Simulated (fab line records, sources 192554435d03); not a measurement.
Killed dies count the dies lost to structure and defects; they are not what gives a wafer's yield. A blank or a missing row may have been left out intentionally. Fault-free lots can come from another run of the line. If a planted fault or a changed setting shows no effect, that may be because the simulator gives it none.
Lot-split experiment | flow n5 finfet | 7 lots, 21 wafers read, on a route of 1938 steps

## THE SPLIT
At N5_BEOL_M0_SAQP_EXPOSE_37 (exposes mask M0 CUT1, target cd 30 nm), the setting dose mj was moved away from the recipe's 44.75 on 8 of the 21 wafers read, by -6.0% to +4.4%. For the rest of the wafers, this setting stayed at what the recipe calls for.

## FROM THE SPLIT TO THE READING: what the file shows between them, 2 steps
- N5_BEOL_M0_SAQP_PEB_38: peb time 60 s
- N5_BEOL_M0_SAQP_DEVELOP_39: develop time 30 s

## THE READING
cd nm, in nm, at N5_BEOL_M0_SAQP_CD_MEAS_40 (target cd 30 nm). On this fab line, fault-free wafers typically give 30.05 nm with a standard deviation of 0.24 nm.

wafer  | tool, chamber at the split | dose mj as run | against the recipe | cd nm, nm | against lot-mates on the recipe
L074.1 | euv scanner-02, 0          | 44.75          | recipe             | 29.99     | -
L074.2 | euv scanner-02, 0          | 46.31          | +3.5%              | 30.83     | +0.69
L074.5 | euv scanner-02, 0          | 44.75          | recipe             | 30.29     | -
L075.1 | euv scanner-01, 0          | 44.75          | recipe             | 29.96     | -
L075.2 | euv scanner-01, 0          | 44.75          | recipe             | 29.98     | -
L075.3 | euv scanner-01, 0          | 44.75          | recipe             | 29.64     | -
L077.1 | euv scanner-01, 0          | 44.75          | recipe             | 30.23     | -
L077.3 | euv scanner-01, 0          | 45.74          | +2.2%              | 30.22     | -0.02
L077.5 | euv scanner-01, 0          | 44.75          | recipe             | 30.24     | -
L080.1 | euv scanner-02, 0          | 44.75          | recipe             | 30.29     | -
L080.2 | euv scanner-02, 0          | 44.75          | recipe             | 29.58     | -
L080.6 | euv scanner-02, 0          | 42.06          | -6.0%              | 28.81     | -1.12
L088.1 | euv scanner-02, 0          | 46.74          | +4.4%              | 31.30     | +1.06
L088.2 | euv scanner-02, 0          | 44.75          | recipe             | 30.47     | -
L088.4 | euv scanner-02, 0          | 44.75          | recipe             | 30.02     | -
L092.1 | euv scanner-02, 0          | 42.21          | -5.7%              | 29.11     | -1.01
L092.2 | euv scanner-02, 0          | 44.75          | recipe             | 29.97     | -
L092.3 | euv scanner-02, 0          | 44.75          | recipe             | 30.27     | -
L093.1 | euv scanner-02, 0          | 42.77          | -4.4%              | 29.17     | no lot-mate on the recipe
L093.2 | euv scanner-02, 0          | 42.77          | -4.4%              | 29.15     | no lot-mate on the recipe
L093.5 | euv scanner-02, 0          | 42.77          | -4.4%              | 28.95     | no lot-mate on the recipe

FIT RESULTS
A straight line over all 21 wafers: cd nm changes by +0.211 nm for each +1% of dose mj; r = +0.93; the points scatter about the line by 0.24 nm.
The same after taking each lot's own level away (the mean of its wafers on the recipe; 18 wafers): +0.186 nm for each +1%; r = +0.91; scatter 0.22 nm.
The reading moves by 1.1 nm for the largest change in dose mj, on that fit.
The lots' own levels span 29.860 to 30.245 nm, that is 1.6 times the standard deviation above.
Thus the slope moves with the lot-to-lot level: the two fits are different.
Check: -1.12 nm against its lot-mates is what the line predicts for one of the wafers moved furthest among these (-6.0%) when that wafer is left out of the fit. Against them it came out at -1.12 nm.

## THE OTHER SPLITS THESE WAFERS WENT THROUGH
These wafers also went through other splits before the reading. Each is held against what the fit with the lots' levels taken away leaves over:
other split on the same wafers        | wafers away from the commonest value | r with cd nm (lot level and that fit taken away)
N5_HKMG_FIN_CVD_62 temp c             | 12                                   | -0.11
N5_GATE_CUT_CUT_ETCH_54 bias w        | 8                                    | -0.04
N5_MOL_CONTACT_COAG_ALD_27 ald cycles | 5                                    | +0.14
N5_MOL_CONTACT_COAG_COAT_77 spin rpm  | 6                                    | -0.30
N5_BEOL_M0_SAQP_PECVD_96 time s       | 9                                    | -0.18
N5_BEOL_M0_SAQP_PEB_12 peb time s     | 6                                    | -0.15

## THE WHOLE CHAIN: every reading that the file lists as answering this split, in the file's order
step                       | what it does                                                | reading                                                             | change (the file's fit)               | r (the file's)
N5_BEOL_M0_SAQP_CD_MEAS_40 | target cd 30 nm                                             | cd nm                                                               | +0.186 nm for each +1% of the setting | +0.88
N5_BEOL_M0_SAQP_DESCUM_45  | chemistry O2, time 7 s                                      | BEOL_M0_SAQP.cd nm (the simulator's own value, which no gauge read) | +0.186 nm for each +1% of the setting | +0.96
N5_BEOL_M0_SAQP_ETCH_88    | etches underlayer in N2/H2, target depth 6.5 nm, time 5.2 s | BEOL_M0_SAQP.cd nm (the simulator's own value, which no gauge read) | +0.177 nm for each +1% of the setting | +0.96

## FILE'S OWN FIT
cd nm changes by +0.186 nm for each +1% of dose mj, r = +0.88.
